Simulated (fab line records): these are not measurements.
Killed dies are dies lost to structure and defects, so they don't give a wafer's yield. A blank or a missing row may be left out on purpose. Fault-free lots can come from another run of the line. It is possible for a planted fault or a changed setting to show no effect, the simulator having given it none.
Chamber matching    flow n5_finfet    pecvd-02 running N5_BEOL_M3_DEP_57: 3 sister chambers
The step deposits SiCN from 3MS/NH3, target thk 8 nm, time 14 s. 3 wafers are shown with their chamber, then 10 later ones without.

## WAFERS PAIRED WITH THEIR CHAMBERS
wafer   chamber  throttle_valve_pct (%)
L088.1  1        10.0
L090.1  0        10.0
L090.2  2        8.5

## WAFERS WHOSE CHAMBER IS MISSING
wafer   throttle_valve_pct (%)
L090.4  8.9
L092.1  9.0
L092.3  9.7
L092.4  9.9
L093.1  8.8
L093.2  10.1
L093.5  8.8
L094.1  9.7
L094.3  9.0
L094.5  9.9

## CHAMBER TAKEN BY EACH
wafer   from the rows above           in truth
L090.4  2                             2
L092.1  can't be placed: 2 or 0 or 1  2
L092.3  can't be placed: 0 or 1       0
L092.4  can't be placed: 0 or 1       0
L093.1  2                             2
L093.2  can't be placed: 0 or 1       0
L093.5  2                             2
L094.1  can't be placed: 0 or 1       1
L094.3  can't be placed: 2 or 0 or 1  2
L094.5  can't be placed: 0 or 1       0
Correctly placed: 3 of 10. Cannot be placed on the basis of these rows: 7; the candidates contain the true chamber in 7. Number placed wrongly: 0.
How it was worked out, from the rows above alone: a wafer's distance from a chamber is the root of the sum, over the readings, of the square of ((its reading less the chamber's mean) divided by the reading's scatter). The wafer belongs to the nearest chamber; if the next one is less than 2 further off, it can't be placed. A chamber's mean is the mean of its shown wafers. The scatter: with one shown wafer a chamber, the root of the mean of the squares of how far each hidden wafer lies from its nearest shown one.
